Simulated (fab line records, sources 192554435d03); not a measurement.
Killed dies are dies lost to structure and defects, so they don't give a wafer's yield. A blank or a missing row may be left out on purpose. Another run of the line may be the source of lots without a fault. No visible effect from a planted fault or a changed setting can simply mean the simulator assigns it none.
Problem report in the 8D (eight disciplines) form, filled by code / flow n5-finfet / the parts of the form that need people (team, actions taken, sign-off) are left out

## 1. THE ISSUE
Wafers free of any fault read 5.78 (standard deviation 0.19) for CJ_P at N5_BEOL_M4_RC_MEAS_101, against a mean of 7.04 on 9 wafers of 3 lots. Measured from the usual mean, that is +6.6 standard deviations.
Seen first at day 12 09:08 on prober-02, wafer L391.1. Wafers with a number at this step in the record: 27, from 9 lots. The rule behind "out" and "out of limits": a value lying over 4 standard deviations away from the usual mean. The rest of the wafers with a number are treated as sound.

## 2. WHAT IT IS, WHAT IT ISN'T
question=which readings at this step; is=CJ_P; is not=IOFF_N, IOFF_P, ION_P, SS_N, SS_P, VT_N, VT_P
question=which lots; is=L390, L391, L392; is not=L375, L376, L380, L381, L382, L386
question=which wafers of those lots; is=all that have a number; is not=-
question=read on which gauges; is=prober-02; is not=prober-01
question=when; is=from day 12 09:08; is not=up to then (18 sound wafers)

## 3. WHAT RULES OUT EACH SUSPECT
Counting: any tool at a process step up to the reading is kept as a suspect provided that every lot that is out went through it and no sound lot did after the first of them.
- the gauge at N5_BEOL_M4_RC_MEAS_101 is ruled out. All the wafers that are out were read on prober-02, but those of them that N5_WELL_APT_IMPLANT_15 has rows for are out there too, on other tools.
- implanter-02 at N5_WELL_APT_IMPLANT_15: kept. It processed each lot that is out, first L390 at day 5 14:21, and no sound lot thereafter; up to then, the last sound lot it processed was L386 at day 4 14:04. Its own dose-ions-cm2, faraday-current-uA readings are out on those wafers.
After counting, what remains is implanter-02 at N5_WELL_APT_IMPLANT_15.

## 4. THE CAUSE (what the simulator had put in)
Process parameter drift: implanter-02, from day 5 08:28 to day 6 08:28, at N5_WELL_APT_IMPLANT_15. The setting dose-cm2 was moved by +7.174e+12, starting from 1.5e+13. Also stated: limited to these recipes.
This tool alone remained once counting was done.

## 5. SEQUENCE OF EFFECTS, ordered by route
Each row: a reading where the mean over the struck wafers with a number is more than 3 standard deviations away from the usual. Scope: only readings with a usual standard deviation given in the record; hours: median across lots of the time from each lot's start at the first step in this table that gives one to its start at this step; sigmas: change in usual standard deviations.
hours=0; step=N5_WELL_APT_IMPLANT_15; reading=dose-ions-cm2; usual=1.4998e+13; on struck wafers=2.2174e+13; change=+7.1763e+12; sigmas=+99 or more
hours=0; step=N5_WELL_APT_IMPLANT_15; reading=faraday-current-uA; usual=191; on struck wafers=279; change=+88; sigmas=+22
hours=162; step=N5_BEOL_M4_RC_MEAS_101; reading=CJ_P; usual=5.78; on struck wafers=7.04; change=+1.26; sigmas=+6.6
hours=162; step=N5_BEOL_M4_RC_MEAS_101; reading=IOFF_P_LONG; usual=0.000107 nA/um; on struck wafers=0.000144; change=+0.000037; sigmas=+3.8
The process steps in it:
- N5_WELL_APT_IMPLANT_15

## 6. HOW IT WOULD HAVE BEEN CAUGHT EARLIER
169 hours passed between the start of the fault at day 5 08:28 and the first reading out of limits at a measuring or inspecting step in this record, taken at day 12 09:08.
Tool's own readings at N5_WELL_APT_IMPLANT_15, dose-ions-cm2, faraday-current-uA: out on all struck wafers the step has rows for; an alarm limit on them would have tripped on the first.
Lots out: 3; all had begun N5_WELL_APT_IMPLANT_15 on implanter-02 by day 12 09:08. Had the tool been put on hold then, not one of them would have been saved.
